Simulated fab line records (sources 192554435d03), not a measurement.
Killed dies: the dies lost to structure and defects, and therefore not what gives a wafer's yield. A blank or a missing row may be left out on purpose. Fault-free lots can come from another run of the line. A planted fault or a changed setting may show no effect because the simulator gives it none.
fab line records    flow n5_finfet
record lots=7  wafers=39
route steps=1938 shown BEOL_M3@980 BEOL_M9@1405 BEOL_M12@1637 BEOL_M14@1770
start_h: hours from the record's opening day to when the first of the lot's shown wafers began    wait_h: time in hours since the lot's previous step    " same as the row above    L1.1+2: a row that stands for several wafers    - no value, or no start given    * or withheld: withheld    < > ~ a bound
route shown NAME@n: a module of which the file shows steps, and the number in the route of the first    usual: mean and standard deviation over wafers with no fault    same: alike in all rows    chamber/n: place in a boat    sites: per-site readings    _std_site: the standard deviation of these    _edge_site: outer sites' mean less inner sites'    radius_mm: for every site, how far away it sits from the centre of the wafer    mask NAME#n: copy n    behind: the last tool/chamber to shape the wafer    hold: reason for holding the lot/hours on hold/outcome of the hold    device: the transistor (n, p or np) that didn't switch    end of line: the same wafers' tests at the end of the route    a step given without rows: its recipe and nothing more    killed: the dies lost at the first sort to structure and to defects; this is not the yield of the wafer    map: a wafer's dies, marking killed ones x, the rest . and places with no die _
set.NAME: the run value of the setting; set.NAME@STEP: its run value at that earlier step    model.NAME: the simulator's own value behind a step, which no gauge read
lots where settings were altered on purpose, with a table for each step and a row for each wafer
## steps
# step N5_BEOL_M3_TRENCH_ETCH_37
# recipe chemistry=C4F6/O2  target_depth_a=555.55  target=SiOC  time_s=29.2  ion_energy_ev=250  pressure_mtorr=30  source_w=355  bias_w=185  Ar_flow_sccm=300  C4F6_flow_sccm=10  O2_flow_sccm=10
lot.wafer  tool         chamber  start_h  wait_h  set.target_depth_a  model.BEOL_M3.feature_depth_nm  model.etch.depth_nm  model.TiN_of_BEOL_M3_HM_DEP_02.thk_nm
L076.1     rie_diel-06  2        -        -       282.1               27.2                            27.28                18.8
L076.2     "            0        "        "       555.55              56.4                            56.47                17.4
L076.3     "            3        "        "       555.55              55                              54.94                17.4
L076.4     "            1        "        "       282.1               28.8                            28.79                18.6
L076.5     "            3        "        "       555.55              55                              54.93                17.4
L076.6     "            2        "        "       282.1               27.2                            27.22                18.4
L081.1     rie_diel-05  3        -        -       555.55              56.4                            56.44                17.4
L081.2     "            2        "        "       654                 65                              64.99                17
L081.3     "            1        "        "       654                 65                              65.04                17
L081.4     "            0        "        "       555.55              54                              53.98                17.6
L081.5     "            1        "        "       555.55              54.8                            54.88                17.6
L081.6     "            0        "        "       654                 63.6                            63.68                17
L084.1     rie_diel-06  1        -        -       555.55              56.2                            56.11                17.4
L084.2     "            3        "        "       555.55              55                              54.92                17.4
L084.3     "            2        "        "       555.55              52.8                            52.83                17.6
L084.4     "            0        "        "       555.55              55.6                            55.63                17.4
L084.5     "            2        "        "       555.55              53                              52.97                17.4
L084.6     "            3        "        "       555.55              54.4                            54.36                17.4
L087.1     rie_diel-04  2        -        -       555.55              56.6                            56.65                17.6
L087.2     "            1        "        "       555.55              56                              56.1                 17.4
L087.3     "            3        "        "       555.55              55.4                            55.32                17.2
L087.4     "            0        "        "       555.55              56                              56.01                17.4
L087.5     "            3        "        "       555.55              56                              56.03                17.4
L087.6     "            2        "        "       555.55              57                              57.03                17.2
L093.1     rie_diel-04  2        -        -       555.55              56.2                            56.23                17.4
L093.2     "            0        "        "       555.55              55.6                            55.67                17.6
L093.3     "            1        "        "       555.55              55.8                            55.86                17.6
L093.4     "            3        "        "       682.2               67.8                            67.87                17
L093.5     "            0        "        "       682.2               68                              67.9                 17
L093.6     "            1        "        "       682.2               68.4                            68.45                16.8
L096.1     rie_diel-04  3        -        -       555.55              55.4                            55.35                17.8
L096.2     "            0        "        "       642.9               64.2                            64.18                17.4
L096.3     "            1        "        "       642.9               64.6                            64.51                17.4
L096.4     "            2        "        "       555.55              56.2                            56.24                17.8
L096.5     "            0        "        "       642.9               64.4                            64.33                17.4
L096.6     "            3        "        "       555.55              55.6                            55.53                17.6
L097.2     rie_diel-04  1        -        -       555.55              56                              56.08                17.6
L097.3     "            3        "        "       555.55              55.8                            55.76                17.4
L097.5     "            1        "        "       555.55              56.6                            56.59                17.4
# step N5_BEOL_M3_ETCH_41
# recipe chemistry=CH3F/O2  target=SiCN  target_depth_a=299  taper_deg=2  time_s=52.5  ion_energy_ev=120  mask_material=TiN  pressure_mtorr=30  source_w=395  bias_w=75  Ar_flow_sccm=150  CH3F_flow_sccm=30  O2_flow_sccm=20
# step N5_BEOL_M3_STRIP_97
# recipe chemistry=N2/H2  time_s=10  power_w=450  temp_c=40  pressure_mtorr=20  rf_frequency_hz=6e+07  bias_power_w=7  n2_flow_sccm=200  h2_flow_sccm=200
# step N5_BEOL_M3_OCD_MEAS_38
# usual trench_depth_nm=55.6/0.95
lot.wafer  tool    chamber  start_h  wait_h  set.target_depth_a@BEOL_M3_TRENCH_ETCH_37  trench_depth_nm
L076.1     ocd-01  -        175.46   -       282.1                                      27.2
L076.2     "       -        "        "       555.55                                     56.8
L076.3     "       -        "        "       555.55                                     55.2
L076.4     "       -        "        "       282.1                                      29.1
L076.5     "       -        "        "       555.55                                     54.9
L076.6     "       -        "        "       282.1                                      27.0
L081.1     ocd-01  -        210.95   -       555.55                                     56.7
L081.2     "       -        "        "       654                                        64.5
L081.3     "       -        "        "       654                                        65.2
L081.4     "       -        "        "       555.55                                     54.2
L081.5     "       -        "        "       555.55                                     55.1
L081.6     "       -        "        "       654                                        64.0
L084.1     ocd-01  -        231.96   -       555.55                                     56.0
L084.2     "       -        "        "       555.55                                     55.3
L084.3     "       -        "        "       555.55                                     52.8
L084.4     "       -        "        "       555.55                                     55.9
L084.5     "       -        "        "       555.55                                     53.0
L084.6     "       -        "        "       555.55                                     54.5
L087.1     ocd-01  -        237.11   -       555.55                                     57.1
L087.2     "       -        "        "       555.55                                     55.9
L087.3     "       -        "        "       555.55                                     55.4
L087.4     "       -        "        "       555.55                                     56.1
L087.5     "       -        "        "       555.55                                     56.1
L087.6     "       -        "        "       555.55                                     57.0
L093.1     ocd-01  -        292.03   -       555.55                                     -
L093.2     "       -        "        "       555.55                                     55.6
L093.3     "       -        "        "       555.55                                     -
L093.4     "       -        "        "       682.2                                      -
L093.5     "       -        "        "       682.2                                      67.8
L093.6     "       -        "        "       682.2                                      68.2
L096.1     ocd-01  -        321.93   -       555.55                                     55.1
L096.2     "       -        "        "       642.9                                      63.6
L096.3     "       -        "        "       642.9                                      65.0
L096.4     "       -        "        "       555.55                                     56.1
L096.5     "       -        "        "       642.9                                      64.6
L096.6     "       -        "        "       555.55                                     55.6
L097.2     ocd-02  -        325.84   -       555.55                                     56.3
L097.3     "       -        "        "       555.55                                     56.0
L097.5     "       -        "        "       555.55                                     56.4
# step N5_BEOL_M3_HM_STRIP_39
# recipe chemistry=peroxide_tin_strip  material=TiN  target_depth_a=250  temp_c=50  time_s=158
# step N5_BEOL_M3_SRD_40
# recipe time_s=30  temp_c=23  rinse_liquid=diw  dry=ipa_marangoni
# step N5_BEOL_M3_PRECLEAN_42
# recipe chemistry=residue_remover  time_s=60  temp_c=40
# step N5_BEOL_M3_SRD_43
# recipe time_s=30  temp_c=23  rinse_liquid=diw  dry=ipa_marangoni
# step N5_BEOL_M3_CD_MEAS_35
# recipe target_cd_nm=18  target_cd_y_nm=21  polarity=opening
# usual cd_nm=17.98/0.29
lot.wafer  tool       chamber  start_h  wait_h  set.time_s@BEOL_M3_ETCH_64  cd_nm
L076.1     cd_sem-01  -        175.62   0.0     112.5                       17.37
L076.2     "          -        "        "       168.1                       18.75
L076.3     "          -        "        "       168.1                       18.93
L076.4     "          -        "        "       112.5                       17.92
L076.5     "          -        "        "       112.5                       18.19
L076.6     "          -        "        "       168.1                       18.60
L081.1     cd_sem-02  -        211.10   0.0     112.5                       17.67
L081.2     "          -        "        "       112.5                       17.61
L081.3     "          -        "        "       112.5                       17.77
L081.4     "          -        "        "       112.5                       17.61
L081.5     "          -        "        "       112.5                       17.64
L081.6     "          -        "        "       112.5                       18.08
L084.1     cd_sem-03  -        232.21   0.0     133.4                       17.89
L084.2     "          -        "        "       112.5                       18.17
L084.3     "          -        "        "       133.4                       18.05
L084.4     "          -        "        "       112.5                       18.07
L084.5     "          -        "        "       112.5                       18.04
L084.6     "          -        "        "       133.4                       17.86
L087.1     cd_sem-02  -        237.26   0.0     171.1                       18.90
L087.2     "          -        "        "       112.5                       18.08
L087.3     "          -        "        "       112.5                       17.62
L087.4     "          -        "        "       171.1                       19.06
L087.5     "          -        "        "       112.5                       17.69
L087.6     "          -        "        "       171.1                       19.41
L093.1     cd_sem-01  -        292.18   0.0     63.9                        -
L093.2     "          -        "        "       112.5                       17.62
L093.3     "          -        "        "       63.9                        -
L093.4     "          -        "        "       63.9                        -
L093.5     "          -        "        "       112.5                       18.23
L093.6     "          -        "        "       112.5                       17.87
L096.1     cd_sem-02  -        322.08   0.0     112.5                       17.91
L096.2     "          -        "        "       177.1                       19.54
L096.3     "          -        "        "       177.1                       19.84
L096.4     "          -        "        "       112.5                       18.06
L096.5     "          -        "        "       112.5                       17.99
L096.6     "          -        "        "       177.1                       19.36
L097.2     cd_sem-03  -        325.99   0.0     112.5                       17.87
L097.3     "          -        "        "       112.5                       17.44
L097.5     "          -        "        "       112.5                       18.09
# step N5_BEOL_M9_HM_DEP_02
# recipe material=TiN  target_thk_a=200  temp_c=25  chamber_pressure_pa=0.49996
lot.wafer     tool            chamber  start_h  wait_h  set.target_thk_a  model.TiN_of_BEOL_M9_HM_DEP_02.thk_nm
L076.1+3      pvd_sputter-02  -        247.11   0.6     200               20
L076.2        "               -        "        "       200               20.2
L076.4+6      "               -        "        "       149.7             15.2
L076.5        "               -        "        "       149.7             15
L081.1+3+5+6  pvd_sputter-03  -        266.63   2.2     200               20.2
L081.2+4      "               -        "        "       200               20.4
L084.1+6      pvd_sputter-03  -        296.18   1.0     168.2             16.6
L084.2        "               -        "        "       168.2             16.4
L084.3+5      "               -        "        "       200               19.8
L084.4        "               -        "        "       200               19.6
L087.1+4+6    pvd_sputter-01  -        299.65   0.6     200               20
L087.2+3+5    "               -        "        "       200               19.8
L093.1+3      pvd_sputter-02  -        349.18   1.3     200               20
L093.2+4+5    "               -        "        "       135.8             13.6
L093.6        "               -        "        "       200               20.2
L096.1+2      pvd_sputter-03  -        377.68   1.3     200               19.4
L096.3        "               -        "        "       200               19.6
L096.4+5      "               -        "        "       267.8             26.4
L096.6        "               -        "        "       267.8             26.2
L097.2        pvd_sputter-03  -        387.21   0.9     200               19.6
L097.3        "               -        "        "       200               19.8
L097.5        "               -        "        "       200               20
# step N5_BEOL_M9_COAT_59
# recipe resist=SOC  temp_c=250  time_s=60  spin_rpm=1500  resist_thk_nm=100
# step N5_BEOL_M9_COAT_60
# recipe resist=SiARC  temp_c=220  time_s=60  spin_rpm=1500  resist_thk_nm=30
# step N5_BEOL_M9_STRIP_68
# recipe chemistry=N2/H2  temp_c=40  n2_flow_sccm=200  h2_flow_sccm=200  rf_frequency_hz=6e+07
# step N5_BEOL_M9_STRIP_67
# recipe chemistry=CF4  resist=SiARC  power_w=300  bias_power_w=75  pressure_mtorr=50  cf4_flow_sccm=150  rf_frequency_hz=6e+07
# step N5_BEOL_M9_HM_OPEN_17
# recipe chemistry=Cl2/BCl3  target_depth_a=200  overetch_a=60  target=TiN  mask_material=SOC  ion_energy_ev=150  pressure_mtorr=10  icp_w=1000  bias_w=126  Cl2_flow_sccm=53.25  bcl3_flow_sccm=21.75  Ar_flow_sccm=25
lot.wafer  tool          chamber  start_h  wait_h  set.target_thk_a@BEOL_M9_HM_DEP_02  model.etch.depth_nm
L076.1     rie_metal-02  1        248.09   0.0     200                                 20.1
L076.2     "             0        "        "       200                                 20.11
L076.3     "             1        "        "       200                                 20.09
L076.4     "             0        "        "       149.7                               15.2
L076.5     "             1        "        "       149.7                               15.05
L076.6     "             0        "        "       149.7                               15.17
L081.1     rie_metal-02  1        267.37   0.0     200                                 20.26
L081.2     "             0        "        "       200                                 20.32
L081.3     "             1        "        "       200                                 20.15
L081.4     "             0        "        "       200                                 20.31
L081.5     "             1        "        "       200                                 20.24
L081.6     "             0        "        "       200                                 20.28
L084.1     rie_metal-02  0        297.38   0.0     168.2                               16.53
L084.2     "             1        "        "       168.2                               16.41
L084.3     "             0        "        "       200                                 19.73
L084.4     "             1        "        "       200                                 19.69
L084.5     "             0        "        "       200                                 19.84
L084.6     "             1        "        "       168.2                               16.68
L087.1     rie_metal-03  0        300.51   0.0     200                                 20.05
L087.2     "             1        "        "       200                                 19.88
L087.3+5   "             0        "        "       200                                 19.87
L087.4     "             1        "        "       200                                 19.92
L087.6     "             1        "        "       200                                 20.01
L093.1     rie_metal-02  1        350.09   0.0     200                                 20.01
L093.2     "             0        "        "       135.8                               13.52
L093.3     "             0        "        "       200                                 19.91
L093.4     "             1        "        "       135.8                               13.57
L093.5     "             0        "        "       135.8                               13.51
L093.6     "             1        "        "       200                                 20.21
L096.1     rie_metal-01  0        378.42   0.0     200                                 19.45
L096.2     "             1        "        "       200                                 19.5
L096.3     "             1        "        "       200                                 19.57
L096.4     "             0        "        "       267.8                               26.39
L096.5     "             0        "        "       267.8                               26.33
L096.6     "             1        "        "       267.8                               26.26
L097.2     rie_metal-01  1        388.13   0.0     200                                 19.67
L097.3     "             0        "        "       200                                 19.86
L097.5     "             1        "        "       200                                 20.04
# step N5_BEOL_M9_ALD_74
# recipe material=TaN  target_thk_a=20  temp_c=275  ald_precursor_family=PDMAT  ald_co_reactant=NH3  pressure_torr=3  carrier_flow_sccm=1500  pulse_time_s=2  purge_time_s=3  co_reactant_purge_time_s=2  co_reactant_pulse_time_s=3  ald_cycles=40  precursor_vessel_temp_c=75  precursor_vessel_pressure_torr=26.25  precursor_vessel_carrier_sccm=1000
lot.wafer         tool          chamber      start_h  wait_h  set.ald_cycles  model.TaN_of_BEOL_M9_ALD_74.thk_nm
L076.1+2+5        ald_metal-01  0,2,1        251.51   0.2     40              2
L076.3+4+6        "             3,1,0        "        "       61              3
L081.1+2+3+4+5+6  ald_metal-01  0,2,1,3,0,3  271.50   0.0     40              2
L084.1+2+3+4+5+6  ald_metal-01  2,0,1,3,3,0  300.39   0.0     40              2
L087.1+2+3+4+5+6  ald_metal-04  3,2,0,1,3,0  303.95   0.0     40              2
L093.1+4+5        ald_metal-01  0,0,1        355.01   0.0     19              1
L093.2+3+6        "             2,1,2        "        "       40              2
L096.1+2+5        ald_metal-03  1,0,1        383.06   0.0     40              2
L096.3+4+6        "             3,2,0        "        "       24              1.2
L097.2+3+5        ald_metal-03  1,3,3        391.58   0.0     40              2
# step N5_BEOL_M12_ETCH_68
# recipe chemistry=N2/H2  target=SOC  mask_material=SiARC  source_w=3000  bias_w=350  temp_c=40  time_s=285  ion_energy_ev=200  pressure_mtorr=30  n2_flow_sccm=200  h2_flow_sccm=200
lot.wafer     tool         chamber  start_h  wait_h  set.time_s  model.SiARC_of_BEOL_M12_COAT_66.thk_nm
L076.1        rie_diel-03  3        270.89   0.1     396         76.6
L076.2        "            1        "        "       285         86.4
L076.3        "            2        "        "       396         76.8
L076.4        "            0        "        "       285         86.2
L076.5        "            1        "        "       285         86
L076.6        "            0        "        "       396         77
L081.1+2      rie_diel-03  2,1      292.21   0.1     285         86.2
L081.3        "            0        "        "       376.6       79
L081.4        "            3        "        "       376.6       78
L081.5        "            1        "        "       285         86
L081.6        "            2        "        "       376.6       78.4
L084.1        rie_diel-02  0        321.86   0.1     285         85.6
L084.2        "            1        "        "       125.1       99.6
L084.3        "            3        "        "       285         86
L084.4+6      "            2,0      "        "       125.1       99.4
L084.5        "            3        "        "       285         85.4
L087.1        rie_diel-02  0        327.31   0.1     285         85.6
L087.2+3      "            2,1      "        "       285         86.4
L087.4        "            3        "        "       183.8       94.8
L087.5+6      "            2,1      "        "       183.8       94.6
L093.1+2+4+5  rie_diel-02  3,2,2,3  376.69   0.1     285         85.8
L093.3+6      "            3,2      "        "       285         85.4
L096.1+5      rie_diel-03  0,2      405.42   0.1     379.3       78.8
L096.2        "            3        "        "       285         86.4
L096.3        "            1        "        "       379.3       78
L096.4        "            2        "        "       285         87
L096.6        "            1        "        "       285         86.8
L097.2+3      rie_diel-02  1,0      412.33   0.1     285         85.8
L097.5        "            0        "        "       285         85.6
# step N5_BEOL_M14_DEP_53
# recipe material=SiCN  target_thk_a=500  temp_c=withheld  precursor=3MS/NH3  pressure_torr=3  rf_w=675  time_s=17.8
lot.wafer  tool      chamber  start_h  wait_h  set.time_s  model.SiCN_of_BEOL_M14_DEP_53.thk_nm
L076.1     pecvd-03  2        296.60   0.0     17.8        49.2
L076.2     "         1        "        "       28.05       76.8
L076.3     "         0        "        "       28.05       77.6
L076.4     "         2        "        "       17.8        50.4
L076.5     "         0        "        "       28.05       78.4
L076.6     "         1        "        "       17.8        50.2
L081.1+2   pecvd-04  0,2      309.69   0.0     26.55       73.2
L081.3     "         1        "        "       26.55       73
L081.4     "         1        "        "       17.8        49.6
L081.5+6   "         2,0      "        "       17.8        50.2
L084.1     pecvd-04  2        336.77   0.0     9.297       27
L084.2     "         1        "        "       17.8        50
L084.3     "         2        "        "       17.8        51
L084.4     "         1        "        "       9.297       26.6
L084.5     "         2        "        "       17.8        50.6
L084.6     "         1        "        "       9.297       26.8
L087.1     pecvd-01  1        337.78   0.0     22.39       62.4
L087.2     "         0        "        "       17.8        50.2
L087.3     "         2        "        "       22.39       62.2
L087.4     "         1        "        "       17.8        50.8
L087.5     "         0        "        "       22.39       64
L087.6     "         2        "        "       17.8        50.6
L093.1     pecvd-03  1        393.62   0.0     17.8        49.8
L093.2+5   "         0        "        "       9.984       29.2
L093.3+4   "         2        "        "       17.8        50.2
L093.6     "         1        "        "       9.984       28.2
L096.1     pecvd-03  1        423.54   0.1     17.8        49.8
L096.2+3   "         1        "        "       8.157       23.8
L096.4     "         1        "        "       17.8        50.6
L096.5     "         1        "        "       17.8        50.2
L096.6     "         1        "        "       8.157       23.4
L097.2     pecvd-03  2        438.10   0.0     17.8        49.8
L097.3     "         1        "        "       17.8        49.6
L097.5     "         2        "        "       17.8        50
## key
split step=N5_BEOL_M3_TRENCH_ETCH_37  setting=target_depth_a  stated=555.55  by=wafer
response step=N5_BEOL_M3_TRENCH_ETCH_37  reading=model.BEOL_M3.feature_depth_nm  change=+0.556  per=1%  r=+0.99
response step=N5_BEOL_M3_TRENCH_ETCH_37  reading=model.etch.depth_nm  change=+0.555  per=1%  r=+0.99
response step=N5_BEOL_M3_TRENCH_ETCH_37  reading=model.TiN_of_BEOL_M3_HM_DEP_02.thk_nm  change=-0.025  per=1%  r=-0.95
response step=N5_BEOL_M3_OCD_MEAS_38  reading=trench_depth_nm  change=+0.559  per=1%  r=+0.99
split step=N5_BEOL_M9_HM_DEP_02  setting=target_thk_a  stated=200  by=wafer
response step=N5_BEOL_M9_HM_DEP_02  reading=model.TiN_of_BEOL_M9_HM_DEP_02.thk_nm  change=+0.201  per=1%  r=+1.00
response step=N5_BEOL_M9_HM_OPEN_17  reading=model.etch.depth_nm  change=+0.201  per=1%  r=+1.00
split step=N5_BEOL_M9_ALD_74  setting=ald_cycles  stated=40  by=wafer
response step=N5_BEOL_M9_ALD_74  reading=model.TaN_of_BEOL_M9_ALD_74.thk_nm  change=+0.0193  per=1%  r=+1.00
split step=N5_BEOL_M12_ETCH_68  setting=time_s  stated=285  by=wafer
response step=N5_BEOL_M12_ETCH_68  reading=model.SiARC_of_BEOL_M12_COAT_66.thk_nm  change=-0.244  per=1%  r=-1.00
split step=N5_BEOL_M14_DEP_53  setting=time_s  stated=17.8  by=wafer
response step=N5_BEOL_M14_DEP_53  reading=model.SiCN_of_BEOL_M14_DEP_53.thk_nm  change=+0.484  per=1%  r=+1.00
split outside_this_file step=N5_BEOL_M3_ETCH_64 setting=time_s
# split outside_this_file: this setting was split too, and the file shows its column; the key of that split is in another file
